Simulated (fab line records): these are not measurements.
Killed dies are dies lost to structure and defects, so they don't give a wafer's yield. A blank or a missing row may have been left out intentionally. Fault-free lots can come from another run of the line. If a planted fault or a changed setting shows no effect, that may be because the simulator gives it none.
Matching of chambers + flow nand_harc + NHARC_A_STAIRCASE_DEP_259 on pecvd-01 has 3 sister chambers
The step deposits SiON, target thk 30 nm. 6 wafers are shown with their chamber, then 12 later ones without.

WAFERS, EACH WITH ITS CHAMBER
| wafer  | chamber | heater_power_w (W) |
|--------|---------|--------------------|
| L081.5 | 0       | 711                |
| L082.4 | 0       | 715                |
| L085.5 | 1       | 930                |
| L084.1 | 2       | 915                |
| L084.4 | 2       | 936                |
| L084.5 | 1       | 863                |

WAFERS WITH NO CHAMBER GIVEN
| wafer  | heater_power_w (W) |
|--------|--------------------|
| L091.1 | 819                |
| L091.3 | 914                |
| L091.4 | 657                |
| L094.2 | 862                |
| L094.5 | 687                |
| L094.6 | 899                |
| L093.1 | 964                |
| L093.5 | 982                |
| L093.6 | 716                |
| L097.1 | 955                |
| L097.2 | 712                |
| L097.6 | 949                |

WHICH CHAMBER EACH ONE RAN IN
| wafer  | from the rows above          | in truth |
|--------|------------------------------|----------|
| L091.1 | can't be placed: 1 or 0 or 2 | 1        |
| L091.3 | can't be placed: 2 or 1      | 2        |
| L091.4 | 0                            | 0        |
| L094.2 | can't be placed: 1 or 2      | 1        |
| L094.5 | 0                            | 0        |
| L094.6 | can't be placed: 1 or 2      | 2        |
| L093.1 | can't be placed: 2 or 1      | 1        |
| L093.5 | can't be placed: 2 or 1      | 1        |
| L093.6 | 0                            | 0        |
| L097.1 | can't be placed: 2 or 1      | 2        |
| L097.2 | 0                            | 0        |
| L097.6 | can't be placed: 2 or 1      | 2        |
Correctly placed: 4 of 12. These rows do not allow placing 8 (true chamber among the candidates in 8). Wrongly placed: 0.
How it was worked out, from the rows above alone: a wafer's distance from a chamber is the root of the sum, over the readings, of the square of ((its reading less the chamber's mean) divided by the reading's scatter). The wafer belongs to the nearest chamber; if the next one is less than 2 further off, it can't be placed. The mean given for a chamber averages the wafers shown for that chamber. The scatter is the square root of a quotient: the sum, over the shown wafers, of each reading's squared deviation from its chamber's mean, divided by wafers minus chambers.
